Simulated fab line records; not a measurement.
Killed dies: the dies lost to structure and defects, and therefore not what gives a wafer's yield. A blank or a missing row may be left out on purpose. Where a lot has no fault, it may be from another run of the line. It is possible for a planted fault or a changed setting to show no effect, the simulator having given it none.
Chamber matching | flow nand harc | 3 sister chambers for NHARC_A_STAIRCASE_ETCH_273 on rie diel-06
The step etches the open film in C4F8/O2/Ar, target depth 10200 nm, time 2468.6 s. 14 wafers are shown with their chamber, then 4 later ones without.

WAFERS PAIRED WITH THEIR CHAMBERS
wafer  | chamber | rf vpp V (V) | oes product au (a.u.)
L742.2 | 2       | 1824         | 0.936
L742.5 | 2       | 1826         | 0.939
L742.6 | 1       | 1810         | 0.967
L745.3 | 1       | 1808         | 0.953
L745.4 | 2       | 1824         | 0.957
L745.6 | 3       | 1811         | 0.937
L751.1 | 2       | 1821         | 0.950
L751.3 | 3       | 1809         | 0.939
L751.4 | 1       | 1808         | 0.946
L752.3 | 3       | 1809         | 0.931
L752.5 | 1       | 1807         | 0.939
L752.6 | 2       | 1823         | 0.951
L760.2 | 3       | 1847         | 0.952
L760.3 | 2       | 1820         | 0.956

SIGNATURES (means of the wafers above)
reading        | chamber 1 | chamber 2 | chamber 3 | scatter within a chamber
rf vpp V       | 1808.25   | 1823.00   | 1819.00   | 9.89
oes product au | 0.95125   | 0.94817   | 0.93975   | 0.00975
Rule: distance of a wafer from a chamber = root of the sum over the readings of ((wafer's reading minus chamber's mean) / reading's scatter) squared. The wafer belongs to the nearest chamber; if the next one is less than 2 further off, it can't be placed. How the scatter is found: for the shown wafers, subtract from each reading the mean of its chamber, square and add these, divide the total by (wafers less chambers), then take the root.

WAFERS WHOSE CHAMBER IS MISSING
wafer  | rf vpp V (V) | oes product au (a.u.)
L760.6 | 1846         | 0.948
L762.3 | 1821         | 0.950
L762.5 | 1846         | 0.939
L763.6 | 1848         | 0.935

WHICH CHAMBER EACH WENT THROUGH
wafer  | from the rows above          | in truth
L760.6 | can't be placed: 2 or 3 or 1 | 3
L762.3 | can't be placed: 2 or 3 or 1 | 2
L762.5 | can't be placed: 2 or 3 or 1 | 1
L763.6 | can't be placed: 2 or 3 or 1 | 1
0 of 4 placed correctly. Cannot be placed on the basis of these rows: 4; the candidates contain the true chamber in 4. Wrongly placed: 0.
